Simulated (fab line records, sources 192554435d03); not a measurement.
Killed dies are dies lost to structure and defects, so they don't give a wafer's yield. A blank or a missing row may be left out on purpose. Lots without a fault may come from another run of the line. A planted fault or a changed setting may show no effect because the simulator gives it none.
A struck lot beside a sound one | flow n5_finfet | 14 steps out of a route of 1938
Sound: wafers L217.1, L217.3, L217.5. Struck: wafer L223.4. (L223.3 of the same lot was not struck and is left out.) The cause comes at the end.
At each step with rows: each side's tool, then ch and its chambers, then its first start. Under that, the readings that differ: sound wafers | struck wafers | difference of the means | sigmas: that difference in standard deviations of wafers without a fault.
alike: readings whose means differ by less than 2 such deviations, and words and numbers that are the same on both sides. not compared: withheld readings, readings that some wafer has no value for, bounds like >300 that may hide the same value, and numbers for which the record gives no deviation and whose values overlap.
The two part at a step that has a row with sigmas, a row that says differs or no value, or rows on one side only. Numbers that don't overlap but have no deviation are shown without sigmas and don't part them. A reading that every wafer of one side lacks parts them only if that side has two wafers or more.

N5_BEOL_M0_SPUTTER_116: material Cu, target thk 4 nm, time 7.37 s.
  sound on pvd_sputter-01, day 6 08:26; struck on pvd_sputter-01, day 8 03:07
  alike: chamber_pressure_pa, throttle_valve_pct
N5_BEOL_M0_ANNEAL_117: time 60 s.
  sound on pvd_sputter-01, day 6 08:31; struck on pvd_sputter-01, day 8 03:12
  alike: heater_power_w
then, 1 step without rows for these wafers: N5_BEOL_M0_SPUTTER_132 (material Cu, target thk 4 nm, time 7.37 s).
N5_BEOL_M0_ANNEAL_133: time 60 s.
  sound on pvd_sputter-01, day 6 08:38; struck on pvd_sputter-01, day 8 03:19
  alike: heater_power_w
then, 5 steps without rows for these wafers: N5_BEOL_M0_SPUTTER_134 (material Cu, target thk 4 nm, time 7.37 s); N5_BEOL_M0_ANNEAL_135 (time 60 s); N5_BEOL_M0_SPUTTER_141 (material Cu, target thk 4 nm, time 7.37 s); N5_BEOL_M0_ECD_118 (material Cu, target thk 300 nm); N5_BEOL_M0_ANNEAL_119 (time 90 s).
N5_BEOL_M0_CMP_120: polishes, stops on SiOC, t overpolish 6.9 s.
  sound on cmp-01 ch 0,2,3, day 6 09:58; struck on cmp-01 ch 1, day 8 04:07
  reading                      | sound          | struck | difference | sigmas
  barrier_field_endpoint_s (s) | 3.82 3.76 3.73 | 3.45   | -0.32      | -3
  alike: motor_current_A, overpolish_run_s, time_to_endpoint_s
N5_BEOL_M0_PRE_CLEAN_131: time 15 s.
  sound on cvd_co-02 ch 0,2, day 6 10:17; struck on cvd_co-02 ch 1, day 8 04:22
  alike: heater_power_w
N5_BEOL_M0_CO_CAP_123: material Co, precursor CCTBA/H2, target thk 2 nm, time 102.1 s.
  sound on cvd_co-02 ch 0,2, day 6 10:21; struck on cvd_co-02 ch 1, day 8 04:25
  reading                                    | sound             | struck | difference | sigmas
  run_length_s (s)                           | 124.8 124.3 124.4 | 175.5  | +51.0      | +96
  model.Co_of_BEOL_M0_CO_CAP_123.thk_nm (nm) | 2 2 2             | 2.8    | +0.8       |
  alike: heater_power_w
then, 1 step without rows for these wafers: N5_BEOL_M0_PRE_CLEAN_124 (time 15 s).
N5_BEOL_M4_RC_MEAS_101:
  sound on prober-02 ch 0, day 8 14:24; struck on prober-01 ch 0, day 9 21:25
  alike: DIBL_N, DIBL_P, IOFF_N, IOFF_P, ION_N, ION_P, SS_N, SS_P, VT_N, VT_P

WHERE THEY PART
First at N5_BEOL_M0_CMP_120; last, within this record, at N5_BEOL_M0_CO_CAP_123. Later steps at which nothing parts them and some readings are alike: N5_BEOL_M4_RC_MEAS_101.

WHY: what the simulator had put in
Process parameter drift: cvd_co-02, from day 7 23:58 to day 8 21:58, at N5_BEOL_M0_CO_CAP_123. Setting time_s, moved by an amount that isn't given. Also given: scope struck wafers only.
